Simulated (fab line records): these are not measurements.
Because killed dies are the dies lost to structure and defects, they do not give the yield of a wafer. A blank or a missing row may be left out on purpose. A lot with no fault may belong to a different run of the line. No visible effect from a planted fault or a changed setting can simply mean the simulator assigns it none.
A sampling plan put to the test	flow n5-finfet	one fab line, 34 faults that these records tell of, each judged on the records of the lots that it struck; 1 more is left out, because the records don't allow judging it
Plan = the line's own looks (route steps where a gauge or an inspection reads the wafer without altering it). A look is open to judgement when struck wafers have a number at it and the file gives its usual mean and standard deviation on fault-free wafers. Caught: a look later than the fault's first step finds the struck wafers' mean 4 or more of those standard deviations (sigma) from the usual mean. On the tool: the identical test, applied to the tool's own readings at the steps of the fault. It also counts as caught if the struck wafers ran another recipe or if their record alone is blank.

## THE FAULTS, as the simulator had put them in
1. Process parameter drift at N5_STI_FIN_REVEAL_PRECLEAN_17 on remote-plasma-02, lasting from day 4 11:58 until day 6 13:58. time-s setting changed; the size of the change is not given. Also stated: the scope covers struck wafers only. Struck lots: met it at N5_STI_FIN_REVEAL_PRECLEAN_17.
2. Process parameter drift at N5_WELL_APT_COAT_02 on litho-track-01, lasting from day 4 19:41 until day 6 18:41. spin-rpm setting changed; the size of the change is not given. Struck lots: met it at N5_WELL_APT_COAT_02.
3. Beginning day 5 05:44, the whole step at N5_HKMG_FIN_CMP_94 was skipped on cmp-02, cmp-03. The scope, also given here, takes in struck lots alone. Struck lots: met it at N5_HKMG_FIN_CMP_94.
4. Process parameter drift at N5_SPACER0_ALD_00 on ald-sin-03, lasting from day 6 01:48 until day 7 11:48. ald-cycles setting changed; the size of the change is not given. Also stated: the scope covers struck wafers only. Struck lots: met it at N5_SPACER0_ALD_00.
5. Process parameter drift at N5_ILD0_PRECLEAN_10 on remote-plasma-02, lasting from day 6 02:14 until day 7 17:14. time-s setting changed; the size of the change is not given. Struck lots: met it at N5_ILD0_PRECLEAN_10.
6. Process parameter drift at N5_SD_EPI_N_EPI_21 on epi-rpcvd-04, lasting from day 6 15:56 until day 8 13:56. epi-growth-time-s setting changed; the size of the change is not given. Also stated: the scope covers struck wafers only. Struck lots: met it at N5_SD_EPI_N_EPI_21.
7. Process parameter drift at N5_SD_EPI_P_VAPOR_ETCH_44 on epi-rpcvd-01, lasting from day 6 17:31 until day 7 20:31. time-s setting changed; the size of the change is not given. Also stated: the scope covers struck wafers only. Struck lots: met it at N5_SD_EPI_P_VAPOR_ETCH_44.
8. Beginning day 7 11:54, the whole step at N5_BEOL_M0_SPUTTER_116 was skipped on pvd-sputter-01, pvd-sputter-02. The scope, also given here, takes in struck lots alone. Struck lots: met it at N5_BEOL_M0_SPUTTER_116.
9. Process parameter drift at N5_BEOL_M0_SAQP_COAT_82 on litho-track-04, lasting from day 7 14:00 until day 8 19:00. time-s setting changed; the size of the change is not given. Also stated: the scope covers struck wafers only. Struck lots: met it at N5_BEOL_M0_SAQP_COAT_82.
10. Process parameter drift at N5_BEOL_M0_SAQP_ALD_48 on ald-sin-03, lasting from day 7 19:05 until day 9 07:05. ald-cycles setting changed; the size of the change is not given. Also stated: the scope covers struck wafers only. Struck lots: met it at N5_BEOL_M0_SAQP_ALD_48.
11. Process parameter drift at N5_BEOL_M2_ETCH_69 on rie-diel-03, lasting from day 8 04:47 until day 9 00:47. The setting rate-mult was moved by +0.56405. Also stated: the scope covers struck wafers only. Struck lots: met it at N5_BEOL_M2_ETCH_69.
12. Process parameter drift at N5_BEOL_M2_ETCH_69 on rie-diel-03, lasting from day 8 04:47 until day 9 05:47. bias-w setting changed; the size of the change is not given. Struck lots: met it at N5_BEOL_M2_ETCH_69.
13. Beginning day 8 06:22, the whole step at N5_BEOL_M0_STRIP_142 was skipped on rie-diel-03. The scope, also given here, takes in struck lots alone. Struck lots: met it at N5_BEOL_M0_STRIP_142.
14. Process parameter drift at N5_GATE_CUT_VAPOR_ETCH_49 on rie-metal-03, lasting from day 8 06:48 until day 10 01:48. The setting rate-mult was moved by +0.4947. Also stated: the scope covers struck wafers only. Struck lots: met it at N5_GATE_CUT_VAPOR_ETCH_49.
15. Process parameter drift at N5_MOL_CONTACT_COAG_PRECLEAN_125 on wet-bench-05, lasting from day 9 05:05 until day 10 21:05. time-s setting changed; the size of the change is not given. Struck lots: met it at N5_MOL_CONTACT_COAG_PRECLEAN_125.
16. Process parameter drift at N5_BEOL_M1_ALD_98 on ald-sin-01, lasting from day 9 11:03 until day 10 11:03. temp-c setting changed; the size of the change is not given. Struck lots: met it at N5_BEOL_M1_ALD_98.
17. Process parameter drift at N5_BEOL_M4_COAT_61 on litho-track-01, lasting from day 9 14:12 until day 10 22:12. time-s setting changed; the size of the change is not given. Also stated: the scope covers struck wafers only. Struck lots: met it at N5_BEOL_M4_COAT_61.
18. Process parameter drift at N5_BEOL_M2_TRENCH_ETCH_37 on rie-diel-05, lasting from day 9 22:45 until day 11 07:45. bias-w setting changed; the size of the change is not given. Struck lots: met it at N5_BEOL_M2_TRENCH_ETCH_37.
19. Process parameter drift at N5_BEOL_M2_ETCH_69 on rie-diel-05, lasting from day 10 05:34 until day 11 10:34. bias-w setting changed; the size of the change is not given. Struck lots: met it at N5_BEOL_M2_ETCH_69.
20. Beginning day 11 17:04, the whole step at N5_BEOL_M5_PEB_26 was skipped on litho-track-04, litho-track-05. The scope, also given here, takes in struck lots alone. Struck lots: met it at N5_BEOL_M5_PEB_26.
21. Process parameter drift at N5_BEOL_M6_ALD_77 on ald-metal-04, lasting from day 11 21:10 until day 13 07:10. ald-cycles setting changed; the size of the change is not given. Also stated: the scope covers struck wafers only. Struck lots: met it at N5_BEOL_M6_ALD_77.
22. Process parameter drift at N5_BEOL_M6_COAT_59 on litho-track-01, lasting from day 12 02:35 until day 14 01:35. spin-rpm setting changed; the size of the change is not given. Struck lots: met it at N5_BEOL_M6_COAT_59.
23. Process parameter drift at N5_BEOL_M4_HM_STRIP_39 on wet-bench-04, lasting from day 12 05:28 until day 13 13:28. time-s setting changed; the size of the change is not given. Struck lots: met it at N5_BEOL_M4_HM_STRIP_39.
24. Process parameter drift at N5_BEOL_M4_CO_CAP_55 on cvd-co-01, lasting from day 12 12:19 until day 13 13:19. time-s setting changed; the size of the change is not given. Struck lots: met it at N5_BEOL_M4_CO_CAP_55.
25. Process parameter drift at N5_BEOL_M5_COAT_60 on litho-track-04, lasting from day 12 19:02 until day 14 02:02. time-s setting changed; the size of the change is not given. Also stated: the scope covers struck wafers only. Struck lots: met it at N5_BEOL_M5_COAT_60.
26. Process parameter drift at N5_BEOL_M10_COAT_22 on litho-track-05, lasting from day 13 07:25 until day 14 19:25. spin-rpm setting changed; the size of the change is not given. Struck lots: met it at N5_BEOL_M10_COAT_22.
27. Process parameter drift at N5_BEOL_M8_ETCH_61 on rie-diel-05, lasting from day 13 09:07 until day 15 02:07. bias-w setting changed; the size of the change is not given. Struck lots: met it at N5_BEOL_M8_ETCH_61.
28. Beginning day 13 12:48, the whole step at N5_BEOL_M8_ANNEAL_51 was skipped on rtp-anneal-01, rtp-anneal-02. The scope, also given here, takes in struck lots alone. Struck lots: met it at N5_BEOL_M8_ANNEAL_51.
29. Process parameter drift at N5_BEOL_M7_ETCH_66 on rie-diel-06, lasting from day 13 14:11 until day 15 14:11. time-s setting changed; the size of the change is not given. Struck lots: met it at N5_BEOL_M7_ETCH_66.
30. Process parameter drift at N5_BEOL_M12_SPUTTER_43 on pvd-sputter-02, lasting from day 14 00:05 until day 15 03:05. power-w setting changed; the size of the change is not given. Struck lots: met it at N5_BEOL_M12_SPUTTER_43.
31. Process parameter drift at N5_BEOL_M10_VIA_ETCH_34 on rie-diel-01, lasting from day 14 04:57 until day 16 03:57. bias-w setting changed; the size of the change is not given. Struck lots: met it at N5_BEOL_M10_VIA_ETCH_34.
32. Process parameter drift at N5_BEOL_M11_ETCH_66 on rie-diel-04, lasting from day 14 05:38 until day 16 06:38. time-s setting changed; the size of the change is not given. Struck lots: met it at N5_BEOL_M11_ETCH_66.
33. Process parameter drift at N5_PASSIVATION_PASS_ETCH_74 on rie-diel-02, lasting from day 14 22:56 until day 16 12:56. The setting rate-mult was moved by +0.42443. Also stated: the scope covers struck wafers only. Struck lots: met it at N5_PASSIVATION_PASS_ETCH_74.
34. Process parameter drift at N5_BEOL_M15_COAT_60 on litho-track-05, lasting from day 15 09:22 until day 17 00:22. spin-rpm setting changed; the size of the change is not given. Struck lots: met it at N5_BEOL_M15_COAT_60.

## WHAT THE PLAN SAW
fault	on the tool itself	first look that catches it	reading, sigma	median hours from its first step to that look	hours from the fault's start to the first struck lot there	judged looks passed uncaught
1	no reading that can be judged	none of the 2 looks that can be judged after it	-	-	-	2
2	spin-speed-rpm +99 or beyond sigma	none of the 2 looks that can be judged after it	-	-	-	2
3	the tool's record is blank for the struck wafers	no look after it can be judged	-	-	-	0
4	under 2 sigma	not the one look that can be judged after it	-	-	-	1
5	under 2 sigma	not the one look that can be judged after it	-	-	-	1
6	under 2 sigma	none of the 2 looks that can be judged after it	-	-	-	2
7	no reading that can be judged	N5_BEOL_M4_RC_MEAS_101	REXT_P +7.7	126.2	135	1
8	the tool's record is blank for the struck wafers	not the one look that can be judged after it	-	-	-	1
9	run-length-s -99 or beyond sigma	not the one look that can be judged after it	-	-	-	1
10	under 2 sigma	not the one look that can be judged after it	-	-	-	1
11	etch-rf-on-time-s -12 sigma	not the one look that can be judged after it	-	-	-	1
12	bias-w +15 sigma	not the one look that can be judged after it	-	-	-	1
13	the tool's record is blank for the struck wafers	not the one look that can be judged after it	-	-	-	1
14	only faintly: oes-product-au +3.3 sigma	not the one look that can be judged after it	-	-	-	1
15	run-length-s +10 sigma	not the one look that can be judged after it	-	-	-	1
16	susceptor-temp-C -52 sigma	not the one look that can be judged after it	-	-	-	1
17	run-length-s +68 sigma	not the one look that can be judged after it	-	-	-	1
18	bias-w +20 sigma	not the one look that can be judged after it	-	-	-	1
19	bias-w -37 sigma	not the one look that can be judged after it	-	-	-	1
20	the tool's record is blank for the struck wafers	no look after it can be judged	-	-	-	0
21	under 2 sigma	no look after it can be judged	-	-	-	0
22	spin-speed-rpm +69 sigma	no look after it can be judged	-	-	-	0
23	run-length-s -22 sigma	not the one look that can be judged after it	-	-	-	1
24	run-length-s +94 sigma	not the one look that can be judged after it	-	-	-	1
25	run-length-s -35 sigma	not the one look that can be judged after it	-	-	-	1
26	spin-speed-rpm -36 sigma	no look after it can be judged	-	-	-	0
27	bias-w +33 sigma	no look after it can be judged	-	-	-	0
28	the tool's record is blank for the struck wafers	no look after it can be judged	-	-	-	0
29	run-length-s +48 sigma	no look after it can be judged	-	-	-	0
30	cathode-dc-power-W -99 or beyond sigma	none of the 2 looks that can be judged after it	-	-	-	2
31	bias-w +37 sigma	no look after it can be judged	-	-	-	0
32	run-length-s +81 sigma	not the one look that can be judged after it	-	-	-	1
33	only faintly: oes-product-au +3.7 sigma	no look after it can be judged	-	-	-	0
34	spin-speed-rpm +60 sigma	not the one look that can be judged after it	-	-	-	1
A dash: the fault isn't caught, or these records don't give the number.

Caught at a look: 1 of 34. Caught on the tool: 25 of 34. By one or the other: 26 of 34.
Faults caught by the tool alone: 2, 3, 8, 9, 11, 12, 13, 15, 16, 17, 18, 19, 20, 22, 23, 24, 25, 26, 27, 28, 29, 30, 31, 32, 34.
Caught at a look alone: fault 7.
Caught by neither: faults 1, 4, 5, 6, 10, 14, 21, 33.

## THINNER SAMPLING
If the look that catches a fault measured only every second or every third lot, by lot number, the first struck lot would be measured this late in the worst case:
fault	struck lots at that look, in order of time	every lot	every second lot	every third lot
7	L245, L248	135 h	142 h	may miss all 2
Hours: fault start to first struck lot measured. The limit of 4 sigma was tested on all struck wafers together, so one lot alone may lie under it. Other struck lots may not be in these records.

## THE LONGEST TIMED WAY FROM STEP TO LOOK
In fault 7, a median of 126.2 hours elapses between N5_SD_EPI_P_VAPOR_ETCH_44 and N5_BEOL_M4_RC_MEAS_101. The look between them that can be judged stayed within 4 sigma: N5_BEOL_M4_INSPECT_59.
